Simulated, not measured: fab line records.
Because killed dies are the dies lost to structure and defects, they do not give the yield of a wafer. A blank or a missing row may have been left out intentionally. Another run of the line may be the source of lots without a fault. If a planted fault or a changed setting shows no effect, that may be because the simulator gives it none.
Which tool is to blame? + flow nand_harc + Sampling: 12 lots, 36 wafers, 5 of 1302 route steps

== WHAT EACH GAUGE READ, for each wafer ==
NHARC_A_BONDPAD_CD_MEAS_13. Usual: 499.1 nm for cd_nm, sd 1.5.
| lot  | measured     | on        | cd_nm (nm)        | flag |
|------|--------------|-----------|-------------------|------|
| L286 | day 23 08:29 | cd_sem-01 | 500.7 501.2 502.8 |      |
| L288 | day 24 10:01 | cd_sem-01 | 499.5 500.4 500.3 |      |
| L296 | day 27 03:00 | cd_sem-01 | 498.2 499.1 501.6 |      |
| L298 | day 27 11:52 | cd_sem-01 | 496.4             |      |
| L297 | day 27 13:14 | cd_sem-03 | 496.0 497.8       |      |
| L299 | day 28 12:35 | cd_sem-03 | 499.4 499.9       |      |
| L304 | day 30 18:23 | cd_sem-02 | 501.3 498.7 499.8 |      |
| L306 | day 31 00:40 | cd_sem-02 | 499.8 498.5 499.8 |      |
| L305 | day 31 02:28 | cd_sem-01 | 498.3 498.2 499.4 |      |
| L308 | day 32 01:35 | cd_sem-02 | 498.9 496.3 498.2 |      |
| L307 | day 33 04:50 | cd_sem-01 | 496.9 499.9 498.9 |      |
| L309 | day 33 17:56 | cd_sem-02 | 498.2 499.5 502.1 |      |

NHARC_END_SORT_01. Usual: defect_limited_yield 92.9 %, standard deviation 2.4; killed_at_array 44, standard deviation 16; killed_at_other 0.6, standard deviation 1.1; killed_at_periphery 3.9, standard deviation 2.6; killed_dies 48, standard deviation 16; killed_open 3.1, standard deviation 1.9; killed_short 2.4, standard deviation 1.8; sort_bin_2_pct 2.6 %, standard deviation 1; sort_bin_3_pct 0.6 %, standard deviation 0.39; sort_bin_4_pct 4.0 %, standard deviation 1.4; sort_n_pass 629, standard deviation 16; sort_rim_yield_pct 89 %, standard deviation 4.3; sort_yield_pct 92.9 %, standard deviation 2.4.
| lot  | measured     | on        | defect_limited_yield (%) | killed_at_array | killed_at_other | killed_at_periphery | killed_dies | killed_open | killed_short | sort_bin_2_pct (%) | sort_bin_3_pct (%) | sort_bin_4_pct (%) | sort_n_pass | sort_rim_yield_pct (%) | sort_yield_pct (%) | flag |
|------|--------------|-----------|--------------------------|-----------------|-----------------|---------------------|-------------|-------------|--------------|--------------------|--------------------|--------------------|-------------|------------------------|--------------------|------|
| L298 | day 28 21:28 | prober-01 | 0.1 0 96.3               | 675 672 24      | 1 3 0           | 0 2 1               | 676 677 25  | 1 8 6       | 1 7 2        | 98.2 96.0 1.0      | 0 0.3 0.1          | 1.6 3.7 2.5        | 1 0 652     | 1 0 95                 | 0.1 0 96.3         | OFF  |
| L297 | day 28 20:40 | prober-02 | 93.5 0 93.2              | 39 674 41       | 2 0 2           | 3 3 3               | 44 677 46   | 1 4 5       | 2 0 0        | 2.1 95.9 2.2       | 0.3 0.6 0.3        | 4.1 3.5 4.3        | 633 0 631   | 82 0 94                | 93.5 0 93.2        | OFF  |
| L299 | day 29 23:56 | prober-01 | 92.9 0 93.5              | 38 671 40       | 0 1 0           | 10 5 4              | 48 677 44   | 7 3 1       | 2 2 4        | 3.0 95.3 3.0       | 0.1 0.9 0.9        | 4.0 3.8 2.7        | 629 0 633   | 90 0 91                | 92.9 0 93.5        | OFF  |
| L306 | day 32 09:56 | prober-01 | 93.2 93.6                | 41 41           | 1 0             | 4 2                 | 46 43       | 4 7         | 1 2          | 1.8 2.1            | 0.6 0.7            | 4.4 3.5            | 631 634     | 85 88                  | 93.2 93.6          |      |

== EACH LOT AND THE TOOL THAT RAN IT (in order: tool; ch and the chambers of the sampled wafers; start) ==
| lot  | NHARC_A_M1_PVD_21            | NHARC_A_BONDPAD_STRIP_15           | NHARC_A_BONDPAD_PVD_27                  |
|------|------------------------------|------------------------------------|-----------------------------------------|
| L286 | pvd_sputter-01, day 23 04:51 | rie_diel-03 ch 0,2,3, day 23 08:35 | pvd_sputter-02, no start                |
| L288 | pvd_sputter-02, day 24 06:06 | rie_diel-07 ch 0,1,2, day 24 10:07 | pvd_sputter-01, no start                |
| L296 | pvd_sputter-02, day 26 22:53 | rie_diel-03 ch 0,1,3, day 27 03:06 | pvd_sputter-02, no start                |
| L298 | pvd_sputter-01, day 27 07:42 | rie_diel-07 ch 3, day 27 12:00     | pvd_sputter-01, day 28 21:28 or earlier |
| L297 | pvd_sputter-01, day 27 09:17 | rie_diel-01 ch 3, day 27 13:19     | pvd_sputter-03, day 28 20:40 or earlier |
| L299 | pvd_sputter-01, day 28 08:39 | rie_diel-03 ch 3, day 28 12:40     | pvd_sputter-03, day 29 23:56 or earlier |
| L304 | pvd_sputter-02, day 30 14:45 | rie_diel-03 ch 0,2,3, day 30 18:28 | pvd_sputter-03, no start                |
| L306 | pvd_sputter-03, day 30 20:50 | rie_diel-03 ch 0,3, day 31 00:44   | pvd_sputter-02, day 32 09:56 or earlier |
| L305 | pvd_sputter-02, day 30 22:45 | rie_diel-01 ch 0,1,2, day 31 02:34 | pvd_sputter-02, no start                |
| L308 | pvd_sputter-01, day 31 21:48 | rie_diel-07 ch 1,2,3, day 32 01:39 | pvd_sputter-03, no start                |
| L307 | pvd_sputter-03, day 33 01:08 | rie_diel-01 ch 0,3, day 33 04:54   | pvd_sputter-03, no start                |
| L309 | pvd_sputter-02, day 33 14:17 | rie_diel-07 ch 1,2, day 33 18:01   | pvd_sputter-03, no start                |
- NHARC_A_M1_PVD_21: deposits Cu, target thk 30 nm, time 20.49 s.
- NHARC_A_BONDPAD_STRIP_15: strips in O2.
- NHARC_A_BONDPAD_PVD_27: deposits Cu, target thk 30 nm, time 20.49 s.

== WHAT THE TOOLS THEMSELVES READ (means of the sampled wafers that have a number; where no wafer has one, the mark that the record gives instead) ==
NHARC_A_M1_PVD_21. Usual: 30.2 % for throttle_valve_pct, sd 1.2.
| lot  | tool           | throttle_valve_pct (%) | flag |
|------|----------------|------------------------|------|
| L286 | pvd_sputter-01 | 29.8                   |      |
| L288 | pvd_sputter-02 | 30.0                   |      |
| L296 | pvd_sputter-02 | 30.7                   |      |
| L298 | pvd_sputter-01 | 29.7                   |      |
| L297 | pvd_sputter-01 | 30.0                   |      |
| L299 | pvd_sputter-01 | 29.8                   |      |
| L304 | pvd_sputter-02 | 30.0                   |      |
| L306 | pvd_sputter-03 | 32.1                   |      |
| L305 | pvd_sputter-02 | 31.9                   |      |
| L308 | pvd_sputter-01 | 30.0                   |      |
| L307 | pvd_sputter-03 | 31.6                   |      |
| L309 | pvd_sputter-02 | 30.2                   |      |

NHARC_A_BONDPAD_STRIP_15. Usual: drypump_motor_current_A 5.7 A, standard deviation 0.5; oes_product_au 0.998 a.u., standard deviation 0.0097; rf_vpp_V 57.7 V, standard deviation 0.85; showerhead_plenum_p_Torr 3.50 Torr, standard deviation 0.1; throttle_valve_pct 17.035 %, standard deviation 0.0087.
| lot  | tool        | drypump_motor_current_A (A) | oes_product_au (a.u.) | rf_vpp_V (V) | showerhead_plenum_p_Torr (Torr) | throttle_valve_pct (%) | flag |
|------|-------------|-----------------------------|-----------------------|--------------|---------------------------------|------------------------|------|
| L286 | rie_diel-03 | 5.3                         | 0.996                 | 57.3         | 3.49                            | 17.021                 |      |
| L288 | rie_diel-07 | 6.0                         | 1.005                 | 57.4         | 3.53                            | 17.036                 |      |
| L296 | rie_diel-03 | 5.6                         | 0.988                 | 58.1         | 3.55                            | 17.036                 |      |
| L298 | rie_diel-07 | 6.1                         | 1.005                 | 59.6         | 3.36                            | 17.030                 |      |
| L297 | rie_diel-01 | 5.5                         | 1.010                 | 57.2         | 3.35                            | 17.027                 |      |
| L299 | rie_diel-03 | 5.0                         | 0.992                 | 57.0         | 3.59                            | 17.038                 |      |
| L304 | rie_diel-03 | 5.3                         | 0.991                 | 57.7         | 3.48                            | 17.037                 |      |
| L306 | rie_diel-03 | 5.3                         | 0.989                 | 58.3         | 3.55                            | 17.037                 |      |
| L305 | rie_diel-01 | 5.9                         | 1.007                 | 57.9         | 3.57                            | 17.037                 |      |
| L308 | rie_diel-07 | 5.9                         | 0.990                 | 57.7         | 3.39                            | 17.037                 |      |
| L307 | rie_diel-01 | 6.2                         | 1.000                 | 57.1         | 3.44                            | 17.030                 |      |
| L309 | rie_diel-07 | 5.8                         | 0.990                 | 57.7         | 3.42                            | 17.042                 |      |

NHARC_A_BONDPAD_PVD_27. Usual: 30.3 % for throttle_valve_pct, sd 1.4.
| lot  | tool           | throttle_valve_pct (%) | flag |
|------|----------------|------------------------|------|
| L286 | pvd_sputter-02 | 29.9                   |      |
| L288 | pvd_sputter-01 | 29.6                   |      |
| L296 | pvd_sputter-02 | 30.8                   |      |
| L298 | pvd_sputter-01 | 30.0                   |      |
| L297 | pvd_sputter-03 | 30.8                   |      |
| L299 | pvd_sputter-03 | 30.3                   |      |
| L304 | pvd_sputter-03 | 29.2                   |      |
| L306 | pvd_sputter-02 | 31.9                   |      |
| L305 | pvd_sputter-02 | 31.0                   |      |
| L308 | pvd_sputter-03 | 30.6                   |      |
| L307 | pvd_sputter-03 | 30.1                   |      |
| L309 | pvd_sputter-03 | 30.2                   |      |

== THE ANSWER, worked out from the rows above alone ==
Rule: a lot is off if the mean of its wafers that have a number lies more than 3 standard deviations from the usual mean. Also off: a lot with no number at a reading for which 4 or more lots have one. All remaining lots with rows at the step are treated as sound. The gauges are gone through in route order, then the tools' own readings, and for those a lot's mean is taken as printed above. At the first step where some lot is off, the reading lying furthest off is the one used; lots without a number count as furthest.
Off: L298, L297, L299, at NHARC_END_SORT_01 (sort_bin_2_pct). Neither off nor sound, because the step has no rows for them: L286, L288, L296, L304, L305, L308, L307, L309.
If a tool, at a process step before that reading, ran all the lots that are off and no sound lot after the first of them, it fits. The gauges at NHARC_END_SORT_01 are tried like those tools. With no start given for some of its lots, NHARC_A_BONDPAD_PVD_27 uses the hours and lot order of NHARC_END_SORT_01. One fits: NHARC_A_M1_PVD_21 on pvd_sputter-01. It ran no sound lot before its first lot that is off in this sample, so the start can't be narrowed down.

== WHAT HAD BEEN PUT IN BY THE SIMULATOR ==
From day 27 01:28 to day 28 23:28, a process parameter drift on pvd_sputter-01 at NHARC_A_M1_PVD_21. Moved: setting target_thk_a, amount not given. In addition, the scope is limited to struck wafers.
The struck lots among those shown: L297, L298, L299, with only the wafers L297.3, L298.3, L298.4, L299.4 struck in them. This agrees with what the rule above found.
